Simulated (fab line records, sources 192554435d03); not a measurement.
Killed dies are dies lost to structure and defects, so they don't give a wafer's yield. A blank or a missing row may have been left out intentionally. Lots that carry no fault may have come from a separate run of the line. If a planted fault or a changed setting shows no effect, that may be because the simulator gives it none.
Chamber matching :: flow n5Finfet :: N5_ZERO_LAYER_ETCH_17 on rieDiel-06: 4 sister chambers
The step etches SiO2 in CF4, target depth 12 nm, time 13.3 s. 18 wafers are shown with their chamber, then 9 later ones without.

WAFERS WITH THEIR CHAMBER
wafer: L081.1
chamber: 0
oesProductAu (a.u.): 0.77
showerheadPlenumPTorr (Torr): 2.16
drypumpMotorCurrentA (A): 5.83

wafer: L081.3
chamber: 1
oesProductAu (a.u.): 0.76
showerheadPlenumPTorr (Torr): 2.24
drypumpMotorCurrentA (A): 5.91

wafer: L081.6
chamber: 1
oesProductAu (a.u.): 0.76
showerheadPlenumPTorr (Torr): 2.24
drypumpMotorCurrentA (A): 5.91

wafer: L082.2
chamber: 2
oesProductAu (a.u.): 0.72
showerheadPlenumPTorr (Torr): 2.13
drypumpMotorCurrentA (A): 5.53

wafer: L082.3
chamber: 1
oesProductAu (a.u.): 0.77
showerheadPlenumPTorr (Torr): 2.24
drypumpMotorCurrentA (A): 5.92

wafer: L082.6
chamber: 0
oesProductAu (a.u.): 0.76
showerheadPlenumPTorr (Torr): 2.16
drypumpMotorCurrentA (A): 5.84

wafer: L085.1
chamber: 3
oesProductAu (a.u.): 0.97
showerheadPlenumPTorr (Torr): 2.18
drypumpMotorCurrentA (A): 5.79

wafer: L085.4
chamber: 0
oesProductAu (a.u.): 0.76
showerheadPlenumPTorr (Torr): 2.16
drypumpMotorCurrentA (A): 5.84

wafer: L085.5
chamber: 3
oesProductAu (a.u.): 0.97
showerheadPlenumPTorr (Torr): 2.19
drypumpMotorCurrentA (A): 5.77

wafer: L087.4
chamber: 1
oesProductAu (a.u.): 0.76
showerheadPlenumPTorr (Torr): 2.24
drypumpMotorCurrentA (A): 5.90

wafer: L087.5
chamber: 0
oesProductAu (a.u.): 0.75
showerheadPlenumPTorr (Torr): 2.16
drypumpMotorCurrentA (A): 5.83

wafer: L087.6
chamber: 1
oesProductAu (a.u.): 0.75
showerheadPlenumPTorr (Torr): 2.24
drypumpMotorCurrentA (A): 5.88

wafer: L089.2
chamber: 0
oesProductAu (a.u.): 0.76
showerheadPlenumPTorr (Torr): 2.16
drypumpMotorCurrentA (A): 5.82

wafer: L089.3
chamber: 1
oesProductAu (a.u.): 0.75
showerheadPlenumPTorr (Torr): 2.24
drypumpMotorCurrentA (A): 5.89

wafer: L089.6
chamber: 2
oesProductAu (a.u.): 0.70
showerheadPlenumPTorr (Torr): 2.13
drypumpMotorCurrentA (A): 5.52

wafer: L092.1
chamber: 2
oesProductAu (a.u.): 0.71
showerheadPlenumPTorr (Torr): 2.13
drypumpMotorCurrentA (A): 5.50

wafer: L092.2
chamber: 0
oesProductAu (a.u.): 0.75
showerheadPlenumPTorr (Torr): 2.16
drypumpMotorCurrentA (A): 5.84

wafer: L092.4
chamber: 1
oesProductAu (a.u.): 0.76
showerheadPlenumPTorr (Torr): 2.23
drypumpMotorCurrentA (A): 5.90

SIGNATURES (averages over the wafers above)
reading: oesProductAu
chamber 0: 0.7583
chamber 1: 0.7586
chamber 2: 0.7100
chamber 3: 0.9700
scatter within a chamber: 0.00741

reading: showerheadPlenumPTorr
chamber 0: 2.1600
chamber 1: 2.2386
chamber 2: 2.1300
chamber 3: 2.1850
scatter within a chamber: 0.00311

reading: drypumpMotorCurrentA
chamber 0: 5.8333
chamber 1: 5.9014
chamber 2: 5.5167
chamber 3: 5.7800
scatter within a chamber: 0.0122
Rule: for each reading, subtract the chamber's mean from the wafer's reading, divide by that reading's scatter and square the result; add these up over the readings and take the root, which gives the wafer's distance from the chamber. If the next closest chamber is less than 2 further off than the closest, the wafer can't be placed; otherwise it belongs to the closest. The scatter: the root of (the sum of the squares of (reading less its chamber's mean) over the shown wafers, divided by (wafers less chambers)).

WAFERS MISSING THEIR CHAMBER
wafer: L093.1
oesProductAu (a.u.): 0.94
showerheadPlenumPTorr (Torr): 2.18
drypumpMotorCurrentA (A): 5.75

wafer: L093.3
oesProductAu (a.u.): 0.70
showerheadPlenumPTorr (Torr): 2.12
drypumpMotorCurrentA (A): 5.51

wafer: L093.4
oesProductAu (a.u.): 0.75
showerheadPlenumPTorr (Torr): 2.16
drypumpMotorCurrentA (A): 5.82

wafer: L094.1
oesProductAu (a.u.): 0.74
showerheadPlenumPTorr (Torr): 2.15
drypumpMotorCurrentA (A): 5.84

wafer: L094.2
oesProductAu (a.u.): 0.70
showerheadPlenumPTorr (Torr): 2.12
drypumpMotorCurrentA (A): 5.53

wafer: L094.3
oesProductAu (a.u.): 0.94
showerheadPlenumPTorr (Torr): 2.18
drypumpMotorCurrentA (A): 5.78

wafer: L094.4
oesProductAu (a.u.): 0.74
showerheadPlenumPTorr (Torr): 2.23
drypumpMotorCurrentA (A): 5.91

wafer: L094.5
oesProductAu (a.u.): 0.75
showerheadPlenumPTorr (Torr): 2.23
drypumpMotorCurrentA (A): 5.89

wafer: L094.6
oesProductAu (a.u.): 0.75
showerheadPlenumPTorr (Torr): 2.16
drypumpMotorCurrentA (A): 5.84

WHICH CHAMBER EACH WENT THROUGH
wafer: L093.1
from the rows above: 3
in truth: 3

wafer: L093.3
from the rows above: 2
in truth: 2

wafer: L093.4
from the rows above: 0
in truth: 0

wafer: L094.1
from the rows above: 0
in truth: 0

wafer: L094.2
from the rows above: 2
in truth: 2

wafer: L094.3
from the rows above: 3
in truth: 3

wafer: L094.4
from the rows above: 1
in truth: 1

wafer: L094.5
from the rows above: 1
in truth: 1

wafer: L094.6
from the rows above: 0
in truth: 0
Correct placement for 9 of the 9. Number that these rows cannot place: 0. Number placed wrongly: 0.
